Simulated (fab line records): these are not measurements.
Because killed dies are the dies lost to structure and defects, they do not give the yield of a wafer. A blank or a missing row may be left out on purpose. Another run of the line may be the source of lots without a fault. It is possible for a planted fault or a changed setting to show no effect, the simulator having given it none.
Shared-tool check    flow n5-finfet    9 lots, 27 wafers sampled

== WHAT PROMPTED THE OPENING ==
At N5_BEOL_M4_RC_MEAS_101 the reading VT_N_LONG is flagged on 2 of 9 lots. Wafers without a fault read 275.2 mV, standard deviation 1.9.
Rule: flag the lot when none of its wafers has a number, or when each of its wafers that has one lies beyond 4 standard deviations from that mean. The other lots count as sound.

lot   measured      on         VT_N_LONG (mV), wafer by wafer  flag
L758  day 8 02:34   prober-01  278.5 278.2 280.0               
L760  day 8 19:33   prober-01  274.2 273.8 273.6               
L759  day 8 21:16   prober-02  273.7 275.3 275.0               
L762  day 9 07:28   prober-01  295.6 292.6 294.3               FLAGGED
L763  day 9 20:53   prober-02  293.5 294.5 297.5               FLAGGED
L775  day 13 01:31  prober-01  272.8 276.3 275.9               
L777  day 13 05:51  prober-01  272.9 273.0 272.8               
L778  day 14 07:29  prober-02  273.3 275.7 275.6               
L779  day 14 10:37  prober-01  278.8 277.9 276.9               
The numbers of the flagged lots are 294.7 mV on average: +19.5 mV against the usual, or +10 standard deviations.

== LOT BY LOT: THE TOOL USED ==
Before the reading, the record contains 3 process steps out of a 1938-step route. In each cell: the tool, then ch and the chambers that the sampled wafers went through, then the start.
lot   flag     N5_HKMG_FIN_NWFM_ALD_20              N5_HKMG_FIN_ETCH_67                N5_HKMG_FIN_CMP_23
L758           ald-metal-01 ch 2,3, day 4 20:16     rie-diel-06 ch 1,2,3, day 4 20:43  cmp-01 ch 0,2,3, day 4 21:59
L760           ald-metal-04 ch 0,1,2, day 5 06:40   rie-diel-06 ch 0,3, day 5 07:08    cmp-04 ch 1,2,3, day 5 08:29
L759           ald-metal-02 ch 2,3, day 5 01:38     rie-diel-02 ch 0,2,3, day 5 02:04  cmp-01 ch 0,2, day 5 03:20
L762  FLAGGED  ald-metal-04 ch 0,1,3, day 5 17:16   rie-diel-06 ch 0,3, day 5 17:45    cmp-01 ch 0,2,3, day 5 19:02
L763  FLAGGED  ald-metal-04 ch 1,2, day 6 01:23     rie-diel-01 ch 1,2, day 6 02:01    cmp-04 ch 1,2,3, day 6 03:21
L775           ald-metal-02 ch 0,1,2, day 9 00:02   rie-diel-01 ch 0,2, day 9 00:28    cmp-01 ch 2,3, day 9 01:55
L777           ald-metal-04 ch 1,3, day 9 12:13     rie-diel-01 ch 1,2, day 9 12:39    cmp-03 ch 0,1, day 9 13:55
L778           ald-metal-04 ch 0,1,2, day 10 00:10  rie-diel-02 ch 2,3, day 10 00:40   cmp-03 ch 0,3, day 10 02:04
L779           ald-metal-04 ch 1,2, day 9 23:40     rie-diel-02 ch 1,3, day 10 00:10   cmp-04 ch 0,1,3, day 10 01:48
What the steps here do:
- N5_HKMG_FIN_NWFM_ALD_20: deposits TiAlC, target thk 2 nm, pulse time 3 s, purge time 2 s.
- N5_HKMG_FIN_ETCH_67: etches SOC in N2/H2, stops on TiN, target depth 388.9 nm.
- N5_HKMG_FIN_CMP_23: polishes, stops on SiNx, t overpolish 10 s, target thk 46.326 nm.
- N5_BEOL_M4_RC_MEAS_101

== FLAGGED OVER TOTAL, TOOL BY TOOL (the gauges that took the reading come last) ==
step                     tool          lots run  flagged  share of the flagged lots  sound lots run after its first flagged lot
N5_HKMG_FIN_NWFM_ALD_20  ald-metal-01  1         0        none                       -
N5_HKMG_FIN_NWFM_ALD_20  ald-metal-02  2         0        none                       -
N5_HKMG_FIN_NWFM_ALD_20  ald-metal-04  6         2        all                        3 (L777,L779,L778)
N5_HKMG_FIN_ETCH_67      rie-diel-01   3         1        some                       2 (L775,L777)
N5_HKMG_FIN_ETCH_67      rie-diel-02   3         0        none                       -
N5_HKMG_FIN_ETCH_67      rie-diel-06   3         1        some                       0
N5_HKMG_FIN_CMP_23       cmp-01        4         1        some                       1 (L775)
N5_HKMG_FIN_CMP_23       cmp-03        2         0        none                       -
N5_HKMG_FIN_CMP_23       cmp-04        3         1        some                       1 (L779)
N5_BEOL_M4_RC_MEAS_101   prober-01     6         1        some                       3 (L775,L777,L779)
N5_BEOL_M4_RC_MEAS_101   prober-02     3         1        some                       1 (L778)

== WHAT THE TABLE PERMITS ==
All flagged lots share 1 row of the table, namely ald-metal-04 at N5_HKMG_FIN_NWFM_ALD_20.
- ald-metal-04 at N5_HKMG_FIN_NWFM_ALD_20 ran 6 lots, 2 of them flagged. Sound lots ran on it after the first flagged one (L777, L779, L778), which a lasting fault on the whole tool wouldn't allow. Its own readings (susceptor-temp-C) fall more than 4 standard deviations out on all wafers of the flagged lots.
Not one row of the table ran every flagged lot while running no sound lot after the first.

== WHAT HAD BEEN PUT IN BY THE SIMULATOR ==
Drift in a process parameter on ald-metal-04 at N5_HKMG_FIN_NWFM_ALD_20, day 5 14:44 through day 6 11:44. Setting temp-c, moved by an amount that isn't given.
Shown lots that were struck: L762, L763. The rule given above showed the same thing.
